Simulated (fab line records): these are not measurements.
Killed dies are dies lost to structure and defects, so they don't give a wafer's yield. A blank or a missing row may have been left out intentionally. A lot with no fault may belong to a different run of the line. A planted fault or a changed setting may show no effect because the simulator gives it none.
fab line records | flow nand-harc
record: lots: 13 | wafers: 39 | last-day: 33
route steps=1302 shown A_WL_FILL@959 A_CONTACT@985 END@1302
lots with no fault: from the same line, run without faults
start-h: hours from the record's opening day to when the first of the lot's shown wafers began | wait-h: hours from the lot's prior step to this one | " the same as in the row above | L1.1+2: a single row standing in for several wafers | - no value, or no start was given | * or withheld: withheld | < > ~ a bound
route shown NAME@n: names a module that has steps shown in the file, with the first one's number in the route | usual: average and standard deviation across the fault-free wafers | same: alike in all rows | chamber/n: place in a boat | sites: the reading at each site | _std_site: the standard deviation of these | _edge_site: outer sites' mean less inner sites' | radius-mm: for every site, how far away it sits from the centre of the wafer | mask NAME#n: copy n | behind: tool/chamber where the wafer was last shaped | hold: what put the lot on hold/how long, in hours/how the hold closed | device: the transistor (n, p or np) that didn't switch | end of line: tests of these same wafers at the route's end | where a step has no rows: the recipe by itself | killed: dies lost to structure and defects at the first sort, not the wafer's yield | map: per-die view of a wafer (x killed, . not killed, _ where there is no die)
set.NAME: the setting that was run; set.NAME@STEP: the one run at that earlier step | model.NAME: the simulator's own value behind a step, which no gauge read
one table for each step of the route and one row for each wafer, over a sample of lots
services: the hour from which a tool's chamber was out of use, counted from the record's first day as start-h (under 0 if before that day), plus the number of hours and why
== steps ==
step: NHARC_A_WL_FILL_STRIP_27
recipe: power-w: 1500 | temp-c: 250 | time-s: 20 | chemistry: N2/H2
usual: drypump-motor-current-A: 5.6/0.33 | heater-power-w: 342/24
same: time-s: 20
lot.wafer | tool            | chamber | start-h | wait-h | drypump-motor-current-A | heater-power-w | rf-hours-counter-h
L569.2    | plasma-asher-02 | 1       | 463.89  | 0.1    | 5.3                     | 318            | 4
L569.1    | "               | 0       | "       | "      | 5.5                     | 345            | 4
L569.5    | "               | 0       | "       | "      | 5.5                     | 351            | -
L572.2    | plasma-asher-01 | 0       | 479.18  | 0.1    | 6.2                     | 348            | 28
L572.3    | "               | 1       | "       | "      | 5.9                     | 393            | -
L572.5    | "               | 0       | "       | "      | 6.2                     | 341            | -
L573.2    | plasma-asher-02 | 1       | 501.64  | 0.1    | 5.3                     | 313            | 11
L573.1    | "               | 0       | "       | "      | 5.5                     | 340            | 11
L573.5    | "               | 1       | "       | "      | 5.3                     | 315            | -
L574.1    | plasma-asher-01 | 1       | 504.92  | 0.1    | 5.9                     | 386            | 34
L574.4    | "               | 1       | "       | "      | 5.9                     | 379            | -
L574.3    | "               | 0       | "       | "      | 6.1                     | 347            | -
L576.2    | plasma-asher-02 | 0       | 522.31  | 0.7    | 5.5                     | 353            | 16
L576.1    | "               | 1       | "       | "      | 5.3                     | 317            | 16
L576.3    | "               | 1       | "       | "      | 5.3                     | 313            | -
L575.3    | plasma-asher-02 | 1       | 524.31  | 0.2    | 5.3                     | 319            | -
L575.6    | "               | 0       | "       | "      | 5.5                     | 344            | -
L575.5    | "               | 1       | "       | "      | 5.3                     | 317            | -
L577.4    | plasma-asher-02 | 0       | 536.66  | 0.1    | 5.5                     | 347            | -
L577.3    | "               | 1       | "       | "      | 5.3                     | 317            | -
L577.5    | "               | 1       | "       | "      | 5.3                     | 317            | -
L579.2    | plasma-asher-01 | 0       | 566.96  | 0.2    | 6.2                     | 354            | 6
L579.4    | "               | 0       | "       | "      | 6.2                     | 353            | -
L579.6    | "               | 1       | "       | "      | 5.9                     | 381            | -
L581.4    | plasma-asher-01 | 0       | 589.03  | 0.1    | 6.2                     | 355            | -
L581.3    | "               | 1       | "       | "      | 5.9                     | 379            | -
L581.6    | "               | 1       | "       | "      | 5.9                     | 386            | -
L583.1    | plasma-asher-02 | 1       | 609.50  | 0.1    | 5.3                     | 319            | 35
L583.4    | "               | 0       | "       | "      | 5.5                     | 343            | -
L583.5    | "               | 1       | "       | "      | 5.3                     | 317            | -
L585.4    | plasma-asher-01 | 0       | 622.19  | 0.1    | 6.2                     | 348            | -
L585.3    | "               | 1       | "       | "      | 5.9                     | 382            | -
L585.5    | "               | 1       | "       | "      | 5.9                     | 372            | -
L586.2    | plasma-asher-02 | 0       | 623.61  | 0.3    | 5.5                     | 342            | 1
L586.3    | "               | 1       | "       | "      | 5.3                     | 322            | -
L586.6    | "               | 0       | "       | "      | 5.5                     | 341            | -
L591.3    | plasma-asher-02 | 1       | 696.95  | 0.1    | 5.3                     | 312            | -
L591.6    | "               | 1       | "       | "      | 5.3                     | 315            | -
L591.5    | "               | 0       | "       | "      | 5.5                     | 337            | -
step: NHARC_A_WL_FILL_ALD_19
recipe: target-thk-a: 20 | pulse-time-s: 3 | ald-cycles: 100 | temp-c: 450 | material: TiN
usual: heater-power-outer-w: 689/73 | heater-power-w: 1089/99 | precursor-pulse-height-rel: 1.000/0.02
lot.wafer | tool         | chamber | start-h | wait-h | heater-power-outer-w | heater-power-w | precursor-pulse-height-rel
L569.1    | ald-metal-03 | 0       | 479.61  | 0.1    | 784                  | 1320           | 1.028
L569.2    | "            | 1       | "       | "      | 651                  | 1025           | 1.017
L569.5    | "            | 0       | "       | "      | 786                  | 1318           | 0.956
L572.2    | ald-metal-02 | 3       | 495.29  | 0.1    | 656                  | 1134           | 1.035
L572.3    | "            | 1       | "       | "      | 722                  | 1097           | 0.973
L572.5    | "            | 3       | "       | "      | 684                  | 1130           | 1.006
L573.2    | ald-metal-03 | 0       | 517.36  | 0.1    | 785                  | 1278           | 0.968
L573.1    | "            | 2       | "       | "      | 836                  | 1213           | 1.030
L573.5    | "            | 1       | "       | "      | 636                  | 1045           | 1.001
L574.4    | ald-metal-01 | 1       | 520.66  | 0.1    | 624                  | 1031           | 0.979
L574.1    | "            | 2       | "       | "      | 586                  | 910            | 1.047
L574.3    | "            | 0       | "       | "      | 683                  | 1083           | 1.012
L576.3    | ald-metal-02 | 2       | 538.84  | 0.1    | 681                  | 1087           | 0.987
L576.2    | "            | 3       | "       | "      | 663                  | 1126           | 1.004
L576.1    | "            | 0       | "       | "      | 601                  | 982            | 0.942
L575.3    | ald-metal-03 | 0       | 538.86  | 0.1    | 787                  | 1306           | 1.033
L575.5    | "            | 3       | "       | "      | 667                  | 1010           | 1.026
L575.6    | "            | 0       | "       | "      | 792                  | 1276           | 0.980
L577.3    | ald-metal-03 | 2       | 553.96  | 0.1    | 851                  | 1211           | 1.009
L577.4    | "            | 0       | "       | "      | 807                  | 1329           | 0.982
L577.5    | "            | 2       | "       | "      | 849                  | 1224           | 0.959
L579.2    | ald-metal-02 | 2       | 584.19  | 0.1    | 716                  | 1095           | 1.034
L579.4    | "            | 3       | "       | "      | 655                  | 1164           | 1.037
L579.6    | "            | 1       | "       | "      | 729                  | 1082           | 1.032
L581.3    | ald-metal-01 | 0       | 605.71  | 0.1    | 689                  | 1106           | 0.991
L581.4    | "            | 2       | "       | "      | 609                  | 945            | 0.984
L581.6    | "            | 0       | "       | "      | 677                  | 1108           | 0.986
L583.4    | ald-metal-02 | 1       | 627.67  | 0.1    | 750                  | 1141           | 0.982
L583.1    | "            | 2       | "       | "      | 703                  | 1086           | 0.996
L583.5    | "            | 0       | "       | "      | 571                  | 966            | 0.985
L585.3    | ald-metal-02 | 0       | 637.87  | 0.1    | 565                  | 958            | 1.005
L585.4    | "            | 2       | "       | "      | 697                  | 1095           | 1.020
L585.5    | "            | 1       | "       | "      | 744                  | 1175           | 0.973
L586.2    | ald-metal-03 | 0       | 637.91  | 0.1    | 788                  | 1270           | 1.020
L586.3    | "            | 1       | "       | "      | 637                  | 1004           | 1.011
L586.6    | "            | 2       | "       | "      | 847                  | 1213           | 0.997
L591.3    | ald-metal-03 | 0       | 714.05  | 0.2    | 784                  | 1293           | 1.017
L591.6    | "            | 1       | "       | "      | 633                  | 1011           | 0.995
L591.5    | "            | 2       | "       | "      | 842                  | 1218           | 1.004
step: NHARC_A_CONTACT_DEP_28
recipe: target-thk-a: 70000 | temp-c: 400 | material: aC
usual: throttle-valve-pct: 34.999/0.0092
lot.wafer | tool       | chamber | start-h | wait-h | throttle-valve-pct
L569.1    | acl-dep-01 | 0       | 481.14  | 0.1    | 34.982
L569.2    | "          | 0       | "       | "      | 34.989
L569.5    | "          | 0       | 484.06  | 3.0    | 34.984
L572.2    | acl-dep-03 | 0       | 497.63  | 0.8    | 35.002
L572.3    | "          | 0       | "       | "      | 35.002
L572.5    | "          | 0       | 499.77  | 2.9    | 35.001
L573.1    | acl-dep-03 | 0       | 521.28  | 2.4    | 35.001
L573.2    | "          | 0       | "       | "      | 35.009
L573.5    | "          | 0       | 524.12  | 5.3    | 34.994
L574.1    | acl-dep-02 | 0       | 524.39  | 2.2    | 34.990
L574.3    | "          | 0       | 525.83  | 3.7    | 35.009
L574.4    | "          | 0       | "       | "      | 34.993
L576.1    | acl-dep-02 | 0       | 540.35  | 0.1    | 35.009
L576.2    | "          | 0       | "       | "      | 34.983
L576.3    | "          | 0       | "       | "      | 34.993
L575.3    | acl-dep-01 | 0       | 543.30  | 3.0    | 34.990
L575.5    | "          | 0       | 544.72  | 4.4    | 34.994
L575.6    | "          | 0       | "       | "      | 35.006
L577.3    | acl-dep-02 | 0       | 561.80  | 5.9    | 34.999
L577.4    | "          | 0       | "       | "      | 35.011
L577.5    | "          | 0       | "       | "      | 34.993
L579.2    | acl-dep-02 | 0       | 586.53  | 0.8    | 34.992
L579.4    | "          | 0       | 587.94  | 2.2    | 34.993
L579.6    | "          | 0       | 589.36  | 3.6    | 35.005
L581.3    | acl-dep-01 | 0       | 609.72  | 2.5    | 34.991
L581.4    | "          | 0       | "       | "      | 34.985
L581.6    | "          | 0       | 611.85  | 4.7    | 35.002
L583.1    | acl-dep-02 | 0       | 629.29  | 0.1    | 34.996
L583.4    | "          | 0       | 631.41  | 2.3    | 35.001
L583.5    | "          | 0       | "       | "      | 35.011
L586.2    | acl-dep-02 | 0       | 640.26  | 0.8    | 34.994
L586.3    | "          | 0       | "       | "      | 35.012
L586.6    | "          | 0       | 643.13  | 3.6    | 34.989
L585.3    | acl-dep-01 | 0       | 640.78  | 1.4    | 35.006
L585.4    | "          | 0       | "       | "      | 34.999
L585.5    | "          | 0       | "       | "      | 34.978
L591.3    | acl-dep-03 | 0       | 716.92  | 1.5    | 34.982
L591.5    | "          | 0       | 718.33  | 2.9    | 35.008
L591.6    | "          | 0       | "       | "      | 35.002
step: NHARC_A_CONTACT_DEP_29
recipe: target-thk-a: 1000 | target-thk-nm: 100 | temp-c: 400 | pressure-torr: 3.5 | flow-sccm: 200 | rf-w: 350 | material: SiON
usual: heater-power-outer-w: 427/60 | heater-power-w: 714/99 | rf-fwd-power-W: 348.5/1.1
lot.wafer | tool     | chamber | start-h | wait-h | heater-power-outer-w | heater-power-w | rf-fwd-power-W
L569.1    | pecvd-01 | 2       | 485.54  | 3.7    | 366                  | 635            | 349.0
L569.2    | "        | 0       | "       | "      | 461                  | 716            | 348.1
L569.5    | "        | 0       | "       | "      | 473                  | 747            | 346.5
L572.3    | pecvd-03 | 0       | 501.21  | 2.2    | 482                  | 791            | 349.3
L572.2    | "        | 2       | "       | "      | 417                  | 637            | 349.2
L572.5    | "        | 2       | "       | "      | 412                  | 640            | 348.1
L573.2    | pecvd-02 | 2       | 525.55  | 2.9    | 431                  | 744            | 348.0
L573.1    | "        | 0       | "       | "      | 351                  | 605            | 347.6
L573.5    | "        | 0       | "       | "      | 357                  | 606            | 348.0
L574.1    | pecvd-03 | 0       | 528.72  | 3.6    | 484                  | 817            | 347.7
L574.3    | "        | 1       | "       | "      | 541                  | 911            | 351.0
L574.4    | "        | 2       | "       | "      | 377                  | 586            | 349.1
L576.2    | pecvd-02 | 1       | 544.65  | 2.9    | 487                  | 786            | 349.3
L576.1    | "        | 2       | "       | "      | 374                  | 630            | 349.3
L576.3    | "        | 0       | "       | "      | 354                  | 613            | 347.8
L575.3    | pecvd-02 | 2       | 546.18  | 2.2    | 354                  | 631            | 347.0
L575.5    | "        | 2       | "       | "      | 363                  | 614            | 348.4
L575.6    | "        | 0       | "       | "      | 435                  | 709            | 349.6
L577.3    | pecvd-01 | 1       | 564.66  | 2.1    | 483                  | 764            | 349.3
L577.5    | "        | 1       | "       | "      | 483                  | 783            | 350.5
L577.4    | "        | 2       | "       | "      | 320                  | 555            | 348.2
L579.2    | pecvd-01 | 0       | 590.14  | 2.9    | 383                  | 668            | 348.5
L579.6    | "        | 2       | "       | "      | 327                  | 562            | 348.5
L579.4    | "        | 0       | "       | "      | 398                  | 686            | 347.7
L581.3    | pecvd-02 | 0       | 612.61  | 2.2    | 420                  | 729            | 347.2
L581.6    | "        | 2       | "       | "      | 427                  | 704            | 347.6
L581.4    | "        | 0       | "       | "      | 433                  | 713            | 346.3
L583.1    | pecvd-02 | 1       | 633.61  | 3.6    | 372                  | 653            | 346.1
L583.4    | "        | 2       | "       | "      | 409                  | 672            | 347.5
L583.5    | "        | 1       | "       | "      | 387                  | 640            | 346.5
L585.3    | pecvd-02 | 1       | 643.63  | 2.2    | 379                  | 663            | 292.6
L585.4    | "        | 2       | "       | "      | 446                  | 736            | 293.9
L585.5    | "        | 1       | "       | "      | 402                  | 638            | 292.6
L586.2    | pecvd-02 | 1       | 643.87  | 2.9    | 444                  | 726            | 291.3
L586.3    | "        | 2       | "       | "      | 405                  | 671            | 290.2
L586.6    | "        | 2       | "       | "      | 405                  | 680            | 292.5
L591.3    | pecvd-03 | 2       | 719.80  | 2.2    | 399                  | 597            | 350.0
L591.6    | "        | 1       | "       | "      | 577                  | 934            | 348.9
L591.5    | "        | 0       | "       | "      | 479                  | 786            | 348.4
step: NHARC_END_SORT_01
recipe: temp-c: 25
usual: killed-at-array: 57/19 | killed-at-other: 0.9/1.1 | killed-at-periphery: 4.0/2.6 | killed-dies: 62/19 | killed-open: 3.3/1.8 | killed-short: 2.4/1.7
same: gross-dies: 677
lot.wafer | tool      | chamber | start-h | wait-h | killed-at-array | killed-at-other | killed-at-periphery | killed-dies | killed-open | killed-short
L581.3    | prober-02 | 0       | 688.43  | 3.1    | 53              | 1               | 6                   | 60          | 2           | 0
L581.4    | prober-02 | 0       | 689.23  | 3.4    | 45              | 0               | 4                   | 49          | 3           | 0
L581.6    | prober-02 | 0       | 690.82  | 4.0    | 45              | 1               | 9                   | 55          | 5           | 1
killed by level:class
L581.3 A_CHANNEL_HOLE_D1:chamber-film-flake=39 P_GATE:chamber-film-flake=6 A_STAIRCASE:chamber-film-flake=3 A_SLIT:chamber-film-flake=3 A_M0:chamber-film-flake=3 A_CHANNEL_FILL_D2:geometric-particle:open=1 A_M0:geometric-particle:open=1 A_ZERO_WELL:chamber-film-flake=1
L581.4 A_CHANNEL_HOLE_D1:chamber-film-flake=28 A_CONTACT:chamber-film-flake=5 A_WL_FILL:chamber-film-flake=4 P_GATE:chamber-film-flake=3 A_SLIT:chamber-film-flake=2 A_STAIRCASE:chamber-film-flake=2 A_CHANNEL_HOLE_D1:geometric-particle:open=1 A_DECK1_JOINT:geometric-particle:open=1
L581.6 A_CHANNEL_HOLE_D1:chamber-film-flake=26 P_GATE:chamber-film-flake=7 A_SLIT:chamber-film-flake=7 A_CHANNEL_HOLE_D2:chamber-film-flake=4 A_CONTACT:chamber-film-flake=3 A_ONON_D2:geometric-particle:open=2 P_GATE:geometric-particle:short=1 P_M1:geometric-particle:open=1
== services ==
tool            | chamber | start-h | hours | kind
pecvd-01        | -       | 447.53  | 0.7   | repair
pecvd-02        | -       | 470.43  | 0.4   | repair
acl-dep-03      | -       | 479.17  | 13.0  | pm
pecvd-01        | -       | 492.00  | 13.0  | pm
pecvd-01        | 2       | 518.88  | 11.2  | repair
plasma-asher-01 | -       | 519.24  | 9.0   | pm
pecvd-03        | -       | 547.40  | 13.0  | pm
acl-dep-01      | -       | 552.72  | 13.0  | pm
ald-metal-03    | -       | 568.00  | 10.0  | pm
pecvd-03        | -       | 585.71  | 0.4   | repair
pecvd-03        | 1       | 586.47  | 11.7  | repair
pecvd-02        | -       | 589.47  | 13.0  | pm
pecvd-03        | -       | 590.18  | 0.5   | repair
ald-metal-02    | 2       | 592.55  | 27.6  | repair
acl-dep-02      | -       | 608.00  | 13.0  | pm
ald-metal-02    | -       | 610.00  | 10.0  | pm
pecvd-02        | -       | 611.45  | 1.0   | repair
plasma-asher-02 | -       | 613.62  | 9.0   | pm
pecvd-02        | 0       | 662.84  | 4.3   | repair
pecvd-02        | -       | 684.55  | 1.9   | repair
pecvd-02        | -       | 690.25  | 1.0   | repair
ald-metal-03    | 2       | 692.03  | 5.1   | repair
plasma-asher-01 | -       | 696.24  | 9.0   | pm
plasma-asher-02 | -       | 717.55  | 1.2   | repair
== key ==
first-sign: step: NHARC_A_CONTACT_DEP_29 | reading: rf-fwd-power-W | direction: down | sigmas: 50 | usual: * | struck: *
effect none on later readings
met-at NHARC_A_CONTACT_DEP_29
struck-lots L585,L586
tester-left-out L585,L586
not-acting-at NHARC_A_WL_FILL_STRIP_27,NHARC_A_WL_FILL_ALD_19,NHARC_A_CONTACT_DEP_28
onset-between 633.61 643.63
fault: kind: process-parameter-drift | tool: pecvd-02 | chamber: - | onset-h: 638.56 | steps: NHARC_A_CONTACT_DEP_29 | channel: rf-w | offset: * | shape: step | end-h: 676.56 | acts-in: * | stated: *
tester-left-out: of these lots the tester's yield and bins aren't shown, on N5 and GAA mostly nor the transistor test; their killed dies are dies lost to structure and defects alone, not to doping, threshold or leakage, so they don't give the yield
